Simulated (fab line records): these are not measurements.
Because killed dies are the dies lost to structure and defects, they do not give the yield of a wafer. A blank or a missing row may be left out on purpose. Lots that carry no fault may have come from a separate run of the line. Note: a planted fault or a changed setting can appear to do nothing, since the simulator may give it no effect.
Lot-split experiment + flow n5_finfet + 21 wafers read from 7 lots, route of 1938 steps

ABOUT THE SPLIT
At N5_BEOL_M15_PEB_26 (peb time 90 s), the setting peb_time_s was moved away from the recipe's 90 s on 4 of the 21 wafers read, by +6.0% to +14.0%. This setting was run at the recipe's value on the other wafers.

FROM THE SPLIT TO THE READING: what the file shows between them, 2 steps
- N5_BEOL_M15_DEVELOP_27: develop time 45 s
- N5_BEOL_M15_HARDBAKE_32: time 120 s

THE READING
At N5_BEOL_M15_CD_MEAS_28: cd_nm in nanometres, against a target cd of 407.6 nm. Typical for fault-free wafers on this fab line: 406.5 nm, with standard deviation 1.1 nm.

| wafer  | tool, chamber at the split | peb_time_s as run, s | against the recipe | cd_nm, nm | against lot-mates on the recipe |
|--------|----------------------------|----------------------|--------------------|-----------|---------------------------------|
| L078.2 | litho_track-04, 0          | 90                   | recipe             | 407.5     | -                               |
| L078.3 | litho_track-04, 0          | 90                   | recipe             | 406.2     | -                               |
| L078.4 | litho_track-04, 0          | 90                   | recipe             | 405.6     | -                               |
| L082.1 | litho_track-03, 0          | 90                   | recipe             | 407.5     | -                               |
| L082.4 | litho_track-03, 0          | 90                   | recipe             | 408.6     | -                               |
| L082.5 | litho_track-03, 0          | 90                   | recipe             | 407.3     | -                               |
| L086.1 | litho_track-04, 0          | 101.7                | +13.0%             | 410.1     | +4.1                            |
| L086.3 | litho_track-04, 0          | 90                   | recipe             | 406.0     | -                               |
| L086.4 | litho_track-04, 0          | 101.7                | +13.0%             | 410.2     | +4.2                            |
| L085.3 | litho_track-02, 0          | 90                   | recipe             | 408.1     | -                               |
| L085.5 | litho_track-02, 0          | 90                   | recipe             | 409.1     | -                               |
| L085.6 | litho_track-02, 0          | 90                   | recipe             | 408.7     | -                               |
| L094.2 | litho_track-03, 0          | 90                   | recipe             | 406.8     | -                               |
| L094.4 | litho_track-03, 0          | 90                   | recipe             | 406.9     | -                               |
| L094.5 | litho_track-03, 0          | 90                   | recipe             | 406.6     | -                               |
| L095.1 | litho_track-04, 0          | 90                   | recipe             | 404.3     | -                               |
| L095.3 | litho_track-04, 0          | 102.6                | +14.0%             | 409.9     | +5.3                            |
| L095.6 | litho_track-04, 0          | 90                   | recipe             | 404.9     | -                               |
| L096.3 | litho_track-02, 0          | 90                   | recipe             | 406.4     | -                               |
| L096.5 | litho_track-02, 0          | 90                   | recipe             | 407.3     | -                               |
| L096.6 | litho_track-02, 0          | 95.39                | +6.0%              | 408.7     | +1.8                            |

FIT RESULTS
A straight line over all 21 wafers: cd_nm changes by +0.238 nm for each +1% of peb_time_s; r = +0.70; the points scatter about the line by 1.2 nm.
The same after taking each lot's own level away (the mean of its wafers on the recipe; 21 wafers): +0.34 nm for each +1%; r = +0.96; scatter 0.49 nm.
On that fit, the largest move of peb_time_s shifts the reading by 4.8 nm.
Measured against the standard deviation above, the lots' own levels, which go from 404.60 to 408.63 nm, span 3.7 times it.
So the lot-to-lot level blurs the effect unless lot-mates are compared.
Check: +4.46 nm against its lot-mates is what the line predicts for one of the wafers moved furthest among these (+14.0%) when that wafer is left out of the fit. It came out at +5.3 nm against them.

THE WHOLE CHAIN: every reading that the file lists as answering this split, in the file's order
| step                   | what it does                                                            | reading                                                         | change (the file's fit)               | r (the file's) |
|------------------------|-------------------------------------------------------------------------|-----------------------------------------------------------------|---------------------------------------|----------------|
| N5_BEOL_M15_CD_MEAS_28 | target cd 407.6 nm                                                      | cd_nm                                                           | +0.349 nm for each +1% of the setting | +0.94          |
| N5_BEOL_M15_DESCUM_33  | chemistry O2, time 7.9 s                                                | BEOL_M15.cd_nm (the simulator's own value, which no gauge read) | +0.334 nm for each +1% of the setting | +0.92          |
| N5_BEOL_M15_ETCH_61    | etches BARC in N2/H2, target depth 89 nm, overetch 26.7 nm, time 67.9 s | BEOL_M15.cd_nm (the simulator's own value, which no gauge read) | +0.301 nm for each +1% of the setting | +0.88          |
| N5_BEOL_M15_ETCH_38    | etches SiCN in CF4/N2, target depth 106.4 nm, time 120.5 s              | BEOL_M15.cd_nm (the simulator's own value, which no gauge read) | +0.31 nm for each +1% of the setting  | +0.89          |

FILE'S OWN FIT
cd_nm changes by +0.349 nm for each +1% of peb_time_s, r = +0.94.
